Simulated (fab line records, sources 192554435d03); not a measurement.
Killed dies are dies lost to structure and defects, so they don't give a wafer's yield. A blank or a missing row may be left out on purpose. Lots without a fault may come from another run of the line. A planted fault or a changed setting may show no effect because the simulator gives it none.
A struck lot beside a sound one | flow n5_finfet | 19 steps out of a route of 1938
Sound: wafers L740.3, L740.5, L740.6. Struck: wafer L746.4. (L746.6 of the same lot was not struck and is left out.) The cause comes at the end.
At each step with rows: each side's tool, then ch and its chambers, then its first start. Under that, the readings that differ: sound wafers | struck wafers | difference of the means | sigmas: that difference in standard deviations of wafers without a fault.
alike: readings whose means differ by less than 2 such deviations, and words and numbers that are the same on both sides. not compared: withheld readings, readings that some wafer has no value for, bounds like >300 that may hide the same value, and numbers for which the record gives no deviation and whose values overlap.
The two part at a step that has a row with sigmas, a row that says differs or no value, or rows on one side only. Numbers that don't overlap but have no deviation are shown without sigmas and don't part them. A reading that every wafer of one side lacks parts them only if that side has two wafers or more.

N5_MIM_BOT_ETCH_ETCH_03: etches the open film in Cl2/BCl3, target depth 12 nm.
  sound on rie_metal-03 ch 0,1, day 14 17:50; struck on rie_metal-02 ch 0, day 16 21:55
  alike: chamber_pressure_mTorr, drypump_motor_current_A, oes_product_au, throttle_valve_pct
  not compared: rf_hours_counter_h
N5_MIM_BOT_ETCH_ETCH_00: etches TiN in Cl2/BCl3, target depth 45.5 nm.
  sound on rie_metal-03 ch 0,1, day 14 17:56; struck on rie_metal-02 ch 0, day 16 22:07
  alike: chamber_pressure_mTorr, drypump_motor_current_A, oes_product_au, throttle_valve_pct
  not compared: rf_hours_counter_h
N5_MIM_BOT_ETCH_STRIP_01: strips in O2.
  sound on rie_diel-01 ch 0,1,2, day 14 18:04; struck on rie_diel-03 ch 0, day 16 22:16
  alike: chamber_pressure_mTorr, drypump_motor_current_A, oes_product_au, rf_vpp_V, showerhead_plenum_p_Torr, throttle_valve_pct
  not compared: rf_hours_counter_h
then, 3 steps without rows for these wafers: N5_MIM_BOT_ETCH_STRIP_02 (strips in post etch residue remover, time 1200 s); N5_MIM_BOT_ETCH_CLEAN_05 (cleans in IPA, time 180 s); N5_MIM_BOT_ETCH_SRD_06 (time 30 s).
N5_PASSIVATION_PECVD_55: deposits SiO2 from SiH4/N2O, target thk 400 nm, time 22.5 s.
  sound on pecvd-02 ch 0,1,2, day 14 18:34; struck on pecvd-03 ch 0, day 16 22:47
  alike: heater_power_w, showerhead_plenum_p_Torr, throttle_valve_pct
N5_PASSIVATION_PECVD_01: deposits SiNx from SiH4/NH3/N2, target thk 200 nm, time 43.2 s.
  sound on pecvd-02 ch 0,1,2, day 14 18:37; struck on pecvd-03 ch 0, day 16 22:50
  alike: heater_power_w, showerhead_plenum_p_Torr, throttle_valve_pct
then, 4 steps without rows for these wafers: N5_PASSIVATION_HMDS_03 (time 60 s); N5_PASSIVATION_COAT_04; N5_PASSIVATION_EBR_06; N5_PASSIVATION_SOFTBAKE_05 (time 90 s).
N5_PASSIVATION_EXPOSE_07: exposes mask TV, defocus 0 nm, target cd 3000 nm.
  sound on krf_scanner-02 ch 0, day 14 19:35; struck on krf_scanner-02 ch 0, day 17 01:00
  alike: mask, exposure_dose_mJ_cm2
then, 3 steps without rows for these wafers: N5_PASSIVATION_PEB_08; N5_PASSIVATION_DEVELOP_09 (develop time 60 s); N5_PASSIVATION_HARDBAKE_11 (time 120 s).
N5_PASSIVATION_CD_MEAS_10: target cd 3000 nm.
  sound on cd_sem-03 ch 0, day 14 19:46; struck on cd_sem-03 ch 0, day 17 01:10
  reading    | sound                | struck | difference | sigmas
  cd_nm (nm) | 2998.3 3002.5 3002.0 | 3016.1 | +15.2      | +7
N5_PASSIVATION_OVL_MEAS_60:
  sound on overlay-01 ch 0, day 14 19:47; struck on overlay-02 ch 0, day 17 01:11
  alike: TV_OVL
N5_PASSIVATION_PROBE_49:
  sound on prober-02, day 15 04:28; struck on prober-01, day 17 08:01
  reading               | sound       | struck | difference | sigmas
  sort_bin_6_memory (%) | 3.1 3.7 4.1 | 2.2    | -1.4       | -2
  alike: defect_limited_yield, killed_at_M0_to_M3, killed_at_M4_up, killed_at_contacts, killed_at_front_end, killed_at_other, killed_dies, killed_open, killed_short, sort_bin_5_function, sort_n_pass, sort_yield_pct

WHERE THEY PART
First at N5_PASSIVATION_CD_MEAS_10; last, within this record, at N5_PASSIVATION_PROBE_49.

WHY: what the simulator had put in
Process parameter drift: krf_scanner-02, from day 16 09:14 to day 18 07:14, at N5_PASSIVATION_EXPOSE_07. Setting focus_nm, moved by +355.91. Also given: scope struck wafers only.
